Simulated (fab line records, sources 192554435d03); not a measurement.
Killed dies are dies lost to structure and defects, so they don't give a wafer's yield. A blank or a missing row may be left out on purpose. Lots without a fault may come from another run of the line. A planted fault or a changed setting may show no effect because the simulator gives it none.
Split-lot experiment | flow n5_finfet | 7 lots, 21 wafers read, on a route of 1938 steps

THE SPLIT
At N5_BEOL_M3_COAT_67 (time 60 s, resist thk 60 nm), the setting spin_rpm was moved away from the recipe's 1500 rpm on 6 of the 21 wafers read, by -11.3% to +7.9%. The other wafers ran this setting at the recipe's value.

FROM THE SPLIT TO THE READING: what the file shows between them, 6 steps
- N5_BEOL_M3_EXPOSE_25: exposes mask V2, defocus 5 nm (also split here: dose_mj)
- N5_BEOL_M3_PEB_26: peb time 60 s
- N5_BEOL_M3_DEVELOP_27: develop time 30 s
- N5_BEOL_M3_CD_MEAS_28: target cd 25.7 nm, target cd y 23.3 nm
- N5_BEOL_M3_ALD_98: deposits SiO2, target thk 2.5 nm, pulse time 1 s, co reactant pulse time 1 s
- N5_BEOL_M3_ETCHBACK_99: etches SiO2 in CHF3, target depth 5 nm, time 10.4 s

THE READING
etch.depth_nm (the simulator's own value, which no gauge read), in nm, at N5_BEOL_M3_ETCH_70 (etches SOC in N2/H2, target depth 80 nm, overetch 16 nm, time 120 s). The file gives no usual value for it. The 15 wafers here that ran the recipe average 60.01 nm, standard deviation 0.18 nm.

wafer  | tool, chamber at the split | spin_rpm as run, rpm | against the recipe | etch.depth_nm, nm | against lot-mates on the recipe
L078.1 | litho_track-01, 0          | 1618                 | +7.9%              | 57.88             | -2.11
L078.3 | litho_track-01, 0          | 1618                 | +7.9%              | 57.64             | -2.35
L078.5 | litho_track-01, 0          | 1500                 | recipe             | 59.99             | -
L079.3 | litho_track-03, 0          | 1500                 | recipe             | 60.11             | -
L079.4 | litho_track-03, 0          | 1500                 | recipe             | 60.27             | -
L079.6 | litho_track-03, 0          | 1500                 | recipe             | 60.34             | -
L081.3 | litho_track-01, 0          | 1500                 | recipe             | 59.75             | -
L081.4 | litho_track-01, 0          | 1595                 | +6.3%              | 57.99             | -1.79
L081.6 | litho_track-01, 0          | 1500                 | recipe             | 59.82             | -
L085.1 | litho_track-05, 0          | 1500                 | recipe             | 60.06             | -
L085.2 | litho_track-05, 0          | 1500                 | recipe             | 60.07             | -
L085.3 | litho_track-05, 0          | 1500                 | recipe             | 60.04             | -
L089.1 | litho_track-03, 0          | 1543                 | +2.9%              | 59.23             | -0.97
L089.3 | litho_track-03, 0          | 1543                 | +2.9%              | 59.37             | -0.83
L089.4 | litho_track-03, 0          | 1500                 | recipe             | 60.2              | -
L092.2 | litho_track-01, 0          | 1500                 | recipe             | 59.85             | -
L092.3 | litho_track-01, 0          | 1500                 | recipe             | 59.84             | -
L092.5 | litho_track-01, 0          | 1500                 | recipe             | 60.16             | -
L093.1 | litho_track-05, 0          | 1500                 | recipe             | 59.78             | -
L093.4 | litho_track-05, 0          | 1500                 | recipe             | 59.92             | -
L093.6 | litho_track-05, 0          | 1331                 | -11.3%             | 63.59             | +3.74

THE FIT
A straight line over all 21 wafers: etch.depth_nm changes by -0.303 nm for each +1% of spin_rpm; r = -0.99; the points scatter about the line by 0.18 nm.
The same after taking each lot's own level away (the mean of its wafers on the recipe; 21 wafers): -0.307 nm for each +1%; r = -0.99; scatter 0.12 nm.
On that fit, the largest move of spin_rpm shifts the reading by 3.5 nm.
The lots' own levels span 59.785 to 60.240 nm, that is 2.6 times the standard deviation above.
So the lot-to-lot level changes the slope little: the two slopes agree.
Check: with one of the wafers moved furthest among these (-11.3%) left out of the fit, the line predicts +3.21 nm for it against its lot-mates. It came out at +3.74 nm against them.

OTHER SPLITS ON THESE WAFERS
These wafers also went through other splits before the reading. Each is held against what the fit with the lots' levels taken away leaves over:
other split on the same wafers            | wafers away from the commonest value | r with etch.depth_nm (lot level and that fit taken away)
N5_BEOL_M0_TRENCH_ETCH_107 target_depth_a | 6                                    | -0.41
N5_BEOL_M1_HM_DEP_02 target_thk_a         | 7                                    | -0.11
N5_BEOL_M1_COAT_61 spin_rpm               | 9                                    | -0.05
N5_BEOL_M2_ILD_DEP_00 time_s              | 5                                    | +0.41
N5_BEOL_M3_EXPOSE_25 dose_mj              | 9                                    | +0.11

THE WHOLE CHAIN: every reading that the file lists as answering this split, in the file's order
step               | what it does                                                        | reading                                                                        | change (the file's fit)               | r (the file's)
N5_BEOL_M3_COAT_67 | time 60 s, resist thk 60 nm                                         | SOC_of_BEOL_M3_COAT_67.thk_nm (the simulator's own value, which no gauge read) | -0.311 nm for each +1% of the setting | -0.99
N5_BEOL_M3_ETCH_70 | etches SOC in N2/H2, target depth 80 nm, overetch 16 nm, time 120 s | etch.depth_nm (the simulator's own value, which no gauge read)                 | -0.311 nm for each +1% of the setting | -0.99

THE FILE'S OWN FIT
etch.depth_nm changes by -0.311 nm for each +1% of spin_rpm, r = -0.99.
